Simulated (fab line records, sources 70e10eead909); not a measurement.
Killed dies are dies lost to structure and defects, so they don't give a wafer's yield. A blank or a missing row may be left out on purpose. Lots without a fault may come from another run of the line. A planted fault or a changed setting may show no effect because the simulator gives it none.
fab line records | flow nand_harc | part 2 of 2: steps 28 to 37 of 37
record lots=5 wafers=15 last_day=34
route steps=1302 shown P_M0@278 P_M1@285
lots that met no fault: from a run of the same line without faults
start_h: hours from the record's first day to the start of the lot's first wafer shown | wait_h: hours since the lot's step before | " the same as in the row above | L1.1+2: a row that stands for several wafers | - no value, or no start given | * or withheld: withheld | < > ~ a bound
route shown NAME@n: a module of which the file shows steps, and the number in the route of the first | usual: mean/standard deviation of fault-free wafers | same: alike in all rows | chamber/n: place in a boat | sites: the reading at each site | _std_site: their standard deviation | _edge_site: outer sites' mean less inner sites' | radius_mm: how far each site lies from the wafer's centre | mask NAME#n: copy n | behind: the tool/chamber that last shaped the wafer | hold: why the lot was held/for how many hours/how that ended | device: the transistor (n, p or np) that didn't switch | end of line: the same wafers' tests at the end of the route | a step without rows: its recipe alone | killed: dies lost to structure and defects at the first sort, not the wafer's yield | map: a wafer's dies, x killed, . not, _ none there
set.NAME: the setting as run; set.NAME@STEP: as run at that earlier step | model.NAME: the simulator's own value behind a step, which no gauge read
lots at some steps of the route; a table a step, a row a wafer
services: from which hour (start_h, from the record's first day; less than 0 if before it) a tool's chamber was out of use, for how many hours, and why
## steps
# step NHARC_P_M1_PRE_CLEAN_30
# recipe time_s=30 temp_c=280 gas=H2/He
# usual heater_power_w=396/50
# columns lot.wafer tool chamber start_h wait_h heater_power_w
L076.4 pvd_sputter-01 - - - 391
L076.1 " - " " 368
L076.6 " - " " 382
L087.1 pvd_sputter-01 - - - 381
L087.5 " - " " 394
L087.6 " - " " 379
L092.4 pvd_sputter-02 - - - 429
L092.2 " - " " 381
L092.6 " - " " 368
L096.4 pvd_sputter-03 - - - 522
L096.2 " - " " 399
L096.5 " - " " 522
L097.1 pvd_sputter-02 - - - 436
L097.2 " - " " 376
L097.6 " - " " 432
# step NHARC_P_M1_PVD_20
# recipe target_thk_a=50 bias_v=168.6 power_w=15000 chamber_pressure_pa=0.12 time_s=8.06 substrate_temp_c=50 material=TaN
# usual cathode_dc_power_W=15000/2.7 throttle_valve_pct=30.0/0.89
# columns lot.wafer tool chamber start_h wait_h cathode_dc_power_W throttle_valve_pct
L076.1 pvd_sputter-01 - - - 14996 30.9
L076.4 " - " " 15003 31.1
L076.6 " - " " 14998 30.6
L087.1 pvd_sputter-01 - - - 15000 30.9
L087.6 " - " " 15005 30.3
L087.5 " - " " 15002 31.4
L092.2 pvd_sputter-02 - - - 14998 31.4
L092.4 " - " " 15003 30.6
L092.6 " - " " 14996 28.6
L096.4 pvd_sputter-03 - - - 15000 29.0
L096.2 " - " " 15001 30.1
L096.5 " - " " 14999 30.5
L097.2 pvd_sputter-02 - - - 14998 31.2
L097.1 " - " " 15005 30.8
L097.6 " - " " 15006 31.0
# step NHARC_P_M1_PVD_21
# recipe target_thk_a=300 chamber_pressure_pa=5 power_w=5000 substrate_temp_c=30 time_s=20.49 material=Cu
# usual cathode_dc_power_W=5000.0/0.86 throttle_valve_pct=29.9/0.92
# columns lot.wafer tool chamber start_h wait_h cathode_dc_power_W throttle_valve_pct
L076.1 pvd_sputter-01 - - - 5000.7 30.6
L076.4 " - " " 4999.8 30.8
L076.6 " - " " 5000.3 30.9
L087.1 pvd_sputter-01 - - - 4998.1 31.6
L087.6 " - " " 5000.0 29.6
L087.5 " - " " 5000.8 30.1
L092.4 pvd_sputter-02 - - - 5000.0 28.8
L092.2 " - " " 5000.3 30.1
L092.6 " - " " 5000.7 28.9
L096.4 pvd_sputter-03 - - - 5000.2 30.6
L096.2 " - " " 5001.1 30.2
L096.5 " - " " 4999.1 28.9
L097.1 pvd_sputter-02 - - - 5000.8 30.2
L097.2 " - " " 4999.9 31.4
L097.6 " - " " 5000.5 28.6
# step NHARC_P_M1_ECD_22
# recipe target_thk_a=4000 bath_temp_c=25 material=Cu
# columns lot.wafer tool chamber start_h wait_h
L076.1+4+6 ecd_cu-02 1,1,0 150.68 -
L087.1+5+6 ecd_cu-02 1,1,0 252.22 -
L092.2+4+6 ecd_cu-01 1,1,0 302.40 -
L096.2+4+5 ecd_cu-01 0,1,0 345.09 -
L097.2+1+6 ecd_cu-01 0,1,1 362.93 -
# step NHARC_P_M1_ANNEAL_31
# recipe temp_c=225 time_s=90
# usual wafer_temp_C_max=226.0/0.4
# columns lot.wafer tool chamber start_h wait_h wafer_temp_C_max
L076.1 rtp_anneal-02 0 151.00 - 225.9
L076.4 " 0 " " 226.1
L076.6 " 0 " " 225.7
L087.1 rtp_anneal-02 0 252.61 0.3 225.7
L087.5 " 0 " " 225.5
L087.6 " 0 " " 225.8
L092.2 rtp_anneal-01 0 302.79 0.3 226.3
L092.4 " 0 " " 225.9
L092.6 " 0 " " 226.2
L096.2 rtp_anneal-01 0 345.50 - 226.7
L096.4 " 0 " " 226.0
L096.5 " 0 " " 226.4
L097.1 rtp_anneal-01 0 363.31 - 226.2
L097.2 " 0 " " 226.1
L097.6 " 0 " " 226.5
# step NHARC_P_M1_CMP_23
# recipe t_overpolish_s=20 target_thk_nm=157.82
# usual edge_zone_pressure_frac=1.000/0.0055 motor_current_A=11.9/1.1 slurry_filter_dp_kPa=13.50/0.12 time_to_endpoint_s=28.8/2.5
# columns lot.wafer tool chamber start_h wait_h edge_zone_pressure_frac motor_current_A slurry_filter_dp_kPa time_to_endpoint_s
L076.1 cmp-02 3 151.35 - 1.003 11.7 13.60 27.0
L076.4 " 0 " " 1.004 10.8 13.45 26.1
L076.6 " 0 " " 1.002 10.7 13.58 27.1
L087.1 cmp-04 2 252.95 - 1.002 12.1 13.48 24.3
L087.6 " 2 " " 0.994 12.3 13.51 27.2
L087.5 " 3 " " 0.994 12.5 13.49 30.1
L092.2 cmp-04 1 303.11 - 0.995 12.0 13.56 24.6
L092.4 " 2 " " 0.994 11.8 13.49 24.5
L092.6 " 0 " " 1.002 10.4 13.55 27.5
L096.2 cmp-03 0 345.79 - 0.992 10.9 13.57 26.1
L096.4 " 3 " " 0.998 14.8 13.43 26.2
L096.5 " 0 " " 0.991 10.7 13.45 28.9
L097.2 cmp-03 3 363.66 - 0.999 14.1 13.67 27.1
L097.1 " 0 " " 1.001 11.0 13.44 29.7
L097.6 " 0 " " 0.991 11.3 13.67 27.8
# step NHARC_P_M1_THK_MEAS_24
# recipe thk_meas_gauge=xrf
# usual thk_nm=157.8/1.4
# columns lot.wafer tool chamber start_h wait_h thk_nm
L076.1 film_metro-02 - 151.66 - 157.9
L076.4 " - " " 157.0
L076.6 " - " " 157.2
L087.1 film_metro-01 - 253.27 - 157.3
L087.5 " - " " 158.6
L087.6 " - " " 157.4
L092.2 film_metro-02 - 303.40 - 157.9
L092.4 " - " " 155.7
L092.6 " - " " 156.5
L096.2 film_metro-02 - 346.11 - 155.9
L096.4 " - " " 158.9
L096.5 " - " " 155.9
L097.1 film_metro-01 - 363.97 - 158.6
L097.2 " - " " 158.1
L097.6 " - " " 158.0
# step NHARC_P_M1_SRD_25
# columns lot.wafer tool chamber start_h wait_h
L076.6+4+1 wet_bench-08 7,2,3 151.70 0.0
L087.5+1+6 wet_bench-08 2,4,5 253.32 0.0
L092.4+6+2 wet_bench-10 0,1,3 303.44 0.0
L096.4+5+2 wet_bench-10 6,7,0 346.16 0.0
L097.6+1+2 wet_bench-08 3,4,6 364.03 0.1
# step NHARC_P_M1_INSPECT_27
# usual raw_defect_count=319/120
# columns lot.wafer tool chamber start_h wait_h raw_defect_count
L076.1 defect_inspect-01 - 151.82 0.0 441
L076.4 " - " " 357
L076.6 " - " " 430
L087.1 defect_inspect-02 - 253.43 0.0 435
L087.5 " - " " 350
L087.6 " - " " 231
L092.2 defect_inspect-02 - 303.56 0.0 213
L092.4 " - " " 225
L092.6 " - " " 159
L096.2 defect_inspect-01 - 346.27 0.0 431
L096.4 " - " " 501
L096.5 " - " " 425
L097.1 defect_inspect-01 - 364.16 0.0 226
L097.2 " - " " 220
L097.6 " - " " 278
# step NHARC_P_M1_PRE_CLEAN_32
# recipe time_s=12 temp_c=370 rf_power_w=300 gas=NH3
# usual heater_power_w=621/90
# columns lot.wafer tool chamber start_h wait_h heater_power_w since_wet_clean_h
L076.1 pecvd-03 0 151.90 0.1 584 133
L076.6 " 0 " " 579 -
L076.4 " 1 " " 618 -
L087.1 pecvd-04 2 253.51 0.1 586 152
L087.6 " 1 " " 630 -
L087.5 " 0 " " 628 -
L092.2 pecvd-01 2 303.62 0.1 598 161
L092.4 " 2 " " 618 -
L092.6 " 1 " " 763 -
L096.2 pecvd-04 0 346.36 0.1 596 64
L096.4 " 2 " " 591 -
L096.5 " 0 " " 604 -
L097.2 pecvd-01 1 364.22 0.1 872 40
L097.1 " 0 " " 491 40
L097.6 " 1 " " 860 -
## services
# columns tool chamber start_h hours kind
wet_bench-10 - 135.20 8.0 pm
rie_diel-07 3 136.23 8.5 repair
pvd_sputter-02 - 153.66 2.3 repair
litho_track-01 - 155.00 7.0 pm
rie_diel-04 - 177.91 9.0 pm
litho_track-06 - 179.00 7.0 pm
pecvd-03 - 186.44 13.0 pm
litho_track-04 - 203.00 7.0 pm
pvd_sputter-01 - 212.24 4.9 repair
pvd_sputter-01 - 226.04 10.0 pm
pvd_sputter-02 - 239.93 2.7 repair
pvd_sputter-02 - 250.48 2.4 repair
rie_diel-07 1 251.76 3.7 repair
rie_diel-04 1 259.50 9.0 repair
pvd_sputter-02 - 282.05 10.0 pm
pecvd-03 2 283.93 3.2 repair
rie_diel-04 1 289.33 2.8 repair
rie_diel-07 - 294.33 9.0 pm
wet_bench-10 - 311.20 8.0 pm
pecvd-03 0 328.59 10.6 repair
litho_track-01 - 330.00 7.0 pm
rie_diel-04 0 333.72 3.4 repair
rie_diel-04 1 335.60 1.7 repair
litho_track-06 - 354.00 7.0 pm
